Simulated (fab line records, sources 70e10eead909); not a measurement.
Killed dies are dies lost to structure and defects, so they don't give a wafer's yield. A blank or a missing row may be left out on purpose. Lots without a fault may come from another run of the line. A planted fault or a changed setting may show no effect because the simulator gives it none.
Which tool did it? | flow nand_harc | 11 lots, 33 wafers sampled, at 5 steps of a route of 1159

WHAT THE GAUGES READ, wafer by wafer
NHARC_END_SORT_01.
lot  | measured     | on        | killed_at_array | killed_at_other | killed_at_periphery | killed_dies | killed_open | killed_short
L432 | day 20 08:43 | prober-01 | 19 20 21        | 0 0 0           | 4 3 5               | 23 23 26    | 4 4 5       | 0 1 0
L436 | day 20 16:29 | prober-01 | 33 38 34        | 0 0 0           | 0 1 4               | 33 39 38    | 1 5 5       | 0 0 4
L433 | day 20 21:47 | prober-02 | 25 20 17        | 0 0 0           | 2 2 3               | 27 22 20    | 3 5 1       | 1 1 3
L434 | day 21 04:49 | prober-02 | 34 41 39        | 0 0 1           | 4 2 1               | 38 43 41    | 6 4 2       | 3 3 2
L435 | day 21 12:37 | prober-02 | 9 17 18         | 0 0 0           | 1 3 4               | 10 20 22    | 0 3 5       | 2 6 0
L446 | day 23 00:26 | prober-01 | 39 41 37        | 3 3 2           | 0 2 2               | 42 46 41    | 4 3 8       | 2 2 2
L444 | day 23 10:49 | prober-02 | 33 39 34        | 5 0 3           | 2 4 2               | 40 43 39    | 7 4 2       | 0 3 2
L447 | day 23 12:23 | prober-01 | 34 32 23        | 0 0 0           | 3 2 2               | 37 34 25    | 2 5 4       | 3 3 1
L451 | day 24 17:19 | prober-02 | 673 674 673     | 1 1 1           | 3 2 3               | 677 677 677 | 6 3 2       | 2 1 4
L454 | day 24 18:05 | prober-01 | 673 673 676     | 0 0 0           | 4 4 1               | 677 677 677 | 2 2 0       | 2 3 5
L455 | day 25 02:52 | prober-02 | 677 676 677     | 0 0 0           | 0 1 0               | 677 677 677 | 2 2 3       | 2 0 0

WHICH TOOL RAN EACH LOT (tool, then ch and the chambers of the sampled wafers, then the start)
lot  | NHARC_A_CONTACT_ETCH_102           | NHARC_A_CONTACT_DEP_58          | NHARC_A_CONTACT_ETCH_75            | NHARC_A_CONTACT_ETCH_124
L432 | rie_diel-07 ch 0,1,3, day 16 11:11 | pecvd-03 ch 0,1,2, day 16 14:09 | rie_diel-07 ch 0,2,3, day 16 15:04 | har_cap_etch-02 ch 0, day 16 16:20
L436 | rie_diel-05 ch 0,2, day 16 22:25   | pecvd-03 ch 1,2, day 17 01:09   | rie_diel-05 ch 0,1, day 17 02:07   | har_cap_etch-01 ch 0,1, day 17 03:38
L433 | rie_diel-07 ch 0,1, day 16 22:47   | pecvd-01 ch 0,1,2, day 17 01:12 | rie_diel-05 ch 0,1,2, day 17 02:31 | har_cap_etch-03 ch 0,1, day 17 04:10
L434 | rie_diel-07 ch 2,3, day 17 03:59   | pecvd-02 ch 0,1,2, day 17 06:43 | rie_diel-11 ch 1,2,3, day 17 07:48 | har_cap_etch-03 ch 0,1, day 17 08:56
L435 | rie_diel-07 ch 1,3, day 17 10:35   | pecvd-03 ch 0,1, day 17 12:59   | rie_diel-11 ch 1,2, day 17 13:52   | har_cap_etch-01 ch 0,1, day 17 14:54
L446 | rie_diel-05 ch 2,3, day 20 04:39   | pecvd-02 ch 1,2, day 20 07:05   | rie_diel-07 ch 1,3, day 20 08:05   | har_cap_etch-03 ch 0,1, day 20 09:08
L444 | rie_diel-05 ch 0,1,3, day 20 09:00 | pecvd-03 ch 0,1,2, day 20 11:28 | rie_diel-07 ch 0,1,2, day 20 12:27 | har_cap_etch-02 ch 0,1, day 20 13:29
L447 | rie_diel-07 ch 0,2,3, day 20 10:53 | pecvd-02 ch 0,1, day 20 13:19   | rie_diel-07 ch 1,2,3, day 20 14:17 | har_cap_etch-03 ch 0,1, day 20 15:23
L451 | rie_diel-07 ch 1,2,3, day 21 11:04 | pecvd-01 ch 0,1,2, day 21 15:31 | rie_diel-07 ch 0,1,3, day 21 16:31 | har_cap_etch-01 ch 0,1, day 21 17:43
L454 | rie_diel-07 ch 1,2, day 22 01:45   | pecvd-02 ch 1,2, day 22 04:16   | rie_diel-07 ch 0,2,3, day 22 05:16 | har_cap_etch-02 ch 0,1, day 22 06:19
L455 | rie_diel-05 ch 0,1,3, day 22 06:21 | pecvd-03 ch 0,2, day 22 11:01   | rie_diel-07 ch 0,1, day 22 11:59   | har_cap_etch-03 ch 0,1, day 22 13:03
- NHARC_A_CONTACT_ETCH_102: etches the open film in CF4/O2, target depth 70 nm, overetch 7 nm, time 38.5 s.
- NHARC_A_CONTACT_DEP_58: deposits SiON, target thk 60 nm.
- NHARC_A_CONTACT_ETCH_75: etches the open film in CF4, target depth 39 nm, time 65 s.
- NHARC_A_CONTACT_ETCH_124: etches the open film in C4F8/O2/Ar, time 140 s, target depth 700 nm.

WHAT THE TOOLS THEMSELVES READ (means of the sampled wafers that have a number; where no wafer has one, the mark that the record gives instead)
NHARC_A_CONTACT_ETCH_102.
lot  | tool        | bias_w (W) | cf4_flow_sccm (sccm) | drypump_motor_current_A (A) | oes_f_703_au (a.u.) | oes_product_au (a.u.) | rf_vpp_V (V) | showerhead_plenum_p_Torr (Torr) | throttle_valve_pct (%)
L432 | rie_diel-07 | 100.0      | 80.02                | 5.7                         | 1.001               | 0.997                 | 198.9        | 1.37                            | 13.394
L436 | rie_diel-05 | 100.1      | 79.91                | 5.5                         | 1.003               | 0.993                 | 197.5        | 1.32                            | 13.393
L433 | rie_diel-07 | 100.0      | 80.33                | 6.1                         | 0.999               | 0.995                 | 198.3        | 1.35                            | 13.393
L434 | rie_diel-07 | 100.2      | 80.06                | 5.6                         | 1.000               | 1.009                 | 199.3        | 1.41                            | 13.393
L435 | rie_diel-07 | 100.2      | 79.82                | 5.7                         | 1.002               | 0.993                 | 198.4        | 1.39                            | 13.391
L446 | rie_diel-05 | 100.1      | 80.13                | 5.5                         | 1.002               | 1.005                 | 198.4        | 1.36                            | 13.399
L444 | rie_diel-05 | 99.9       | 80.11                | 5.6                         | 1.001               | 1.000                 | 196.3        | 1.33                            | 13.393
L447 | rie_diel-07 | 99.7       | 79.85                | 5.9                         | 0.999               | 1.008                 | 197.8        | 1.38                            | 13.391
L451 | rie_diel-07 | 100.0      | 80.02                | 5.9                         | 1.004               | 1.002                 | 198.5        | 1.39                            | 13.389
L454 | rie_diel-07 | 99.9       | 80.02                | 6.5                         | 1.006               | 0.999                 | 198.8        | 1.38                            | 13.401
L455 | rie_diel-05 | 100.2      | 80.06                | 5.6                         | 1.003               | 1.014                 | 197.0        | 1.33                            | 13.398

NHARC_A_CONTACT_DEP_58.
lot  | tool     | heater_power_w (W)
L432 | pecvd-03 | 703
L436 | pecvd-03 | 634
L433 | pecvd-01 | 804
L434 | pecvd-02 | 805
L435 | pecvd-03 | 736
L446 | pecvd-02 | 816
L444 | pecvd-03 | 720
L447 | pecvd-02 | 717
L451 | pecvd-01 | 764
L454 | pecvd-02 | 760
L455 | pecvd-03 | 645

NHARC_A_CONTACT_ETCH_75.
lot  | tool        | bias_w (W) | cf4_flow_sccm (sccm) | drypump_motor_current_A (A) | oes_product_au (a.u.) | rf_vpp_V (V) | showerhead_plenum_p_Torr (Torr) | throttle_valve_pct (%)
L432 | rie_diel-07 | 99.86      | 149.5                | 5.9                         | 1.009                 | 152.5        | 1.82                            | 13.287
L436 | rie_diel-05 | 99.65      | 149.9                | 5.6                         | 1.000                 | 150.3        | 1.73                            | 13.279
L433 | rie_diel-05 | 99.84      | 149.9                | 5.6                         | 1.000                 | 151.7        | 1.76                            | 13.284
L434 | rie_diel-11 | 99.87      | 150.3                | 5.7                         | 1.004                 | 150.0        | 1.72                            | 13.287
L435 | rie_diel-11 | 99.87      | 150.0                | 5.7                         | 1.003                 | 149.8        | 1.67                            | 13.279
L446 | rie_diel-07 | 100.10     | 149.9                | 5.7                         | 0.995                 | 152.5        | 1.83                            | 13.290
L444 | rie_diel-07 | 100.00     | 150.0                | 6.3                         | 0.999                 | 151.2        | 1.80                            | 13.280
L447 | rie_diel-07 | 100.08     | 149.6                | 6.0                         | 0.986                 | 152.7        | 1.84                            | 13.276
L451 | rie_diel-07 | -          | -                    | -                           | -                     | -            | -                               | -
L454 | rie_diel-07 | -          | -                    | -                           | -                     | -            | -                               | -
L455 | rie_diel-07 | -          | -                    | -                           | -                     | -            | -                               | -

NHARC_A_CONTACT_ETCH_124.
lot  | tool            | chamber_pressure_mTorr (mTorr) | oes_air_line_au (a.u.)
L432 | har_cap_etch-02 | 19.995                         | 0.993
L436 | har_cap_etch-01 | 19.997                         | 1.004
L433 | har_cap_etch-03 | 19.981                         | 1.002
L434 | har_cap_etch-03 | 20.013                         | 0.979
L435 | har_cap_etch-01 | 19.995                         | 1.018
L446 | har_cap_etch-03 | 20.003                         | 1.020
L444 | har_cap_etch-02 | 19.990                         | 1.012
L447 | har_cap_etch-03 | 20.000                         | 1.024
L451 | har_cap_etch-01 | 19.984                         | 1.016
L454 | har_cap_etch-02 | 19.985                         | 1.004
L455 | har_cap_etch-03 | 20.003                         | 1.002

THE ANSWER, worked out from the rows above alone
Rule: what is usual is taken from the lots themselves. Put in order of their means at a reading, lots are off if they are a third of the lots or fewer, leave a main group of 4 or more, and stand apart from it by a gap of 3 or more times the standard deviation of the main group's means; of several such gaps the widest counts. A main group whose means are all the same, to the digits that the tables above print for the reading, isn't used. A lot without any number at a reading at which 4 lots or more have one is off too. The other lots that the step has rows for count as sound. The gauges are gone through in route order, then the tools' own readings, and for those a lot's mean is taken as printed above. The first step at which some lot is off is used, and at that step the reading that is off furthest; a lot without a number counts as furthest.
Off: L451, L454, L455, at NHARC_END_SORT_01 (killed_at_array). The main group: mean 29, standard deviation 8.8.
A tool fits if, at a process step before that reading, it ran every lot that is off, and no sound lot after the first of them. The gauges at NHARC_END_SORT_01 aren't tried: what is off there is off at NHARC_A_CONTACT_ETCH_75 too, on other tools, and a gauge's error can't cause that. One fits: rie_diel-07 at NHARC_A_CONTACT_ETCH_75. Its last sound lot is L447 (day 20 14:17), its first lot that is off L451 (day 21 16:31): a fault that began between those two fits.
Blank at NHARC_A_CONTACT_ETCH_75 on the lots that are off, where sound lots have numbers: bias_w, cf4_flow_sccm, drypump_motor_current_A, oes_product_au, rf_vpp_V, showerhead_plenum_p_Torr, throttle_valve_pct.

WHAT THE SIMULATOR HAD PUT IN
Skipped step whole: rie_diel-07, from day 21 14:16 on, at NHARC_A_CONTACT_ETCH_75. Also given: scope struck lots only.
Lots struck among those shown: L451, L454, L455. The rule above found the same.
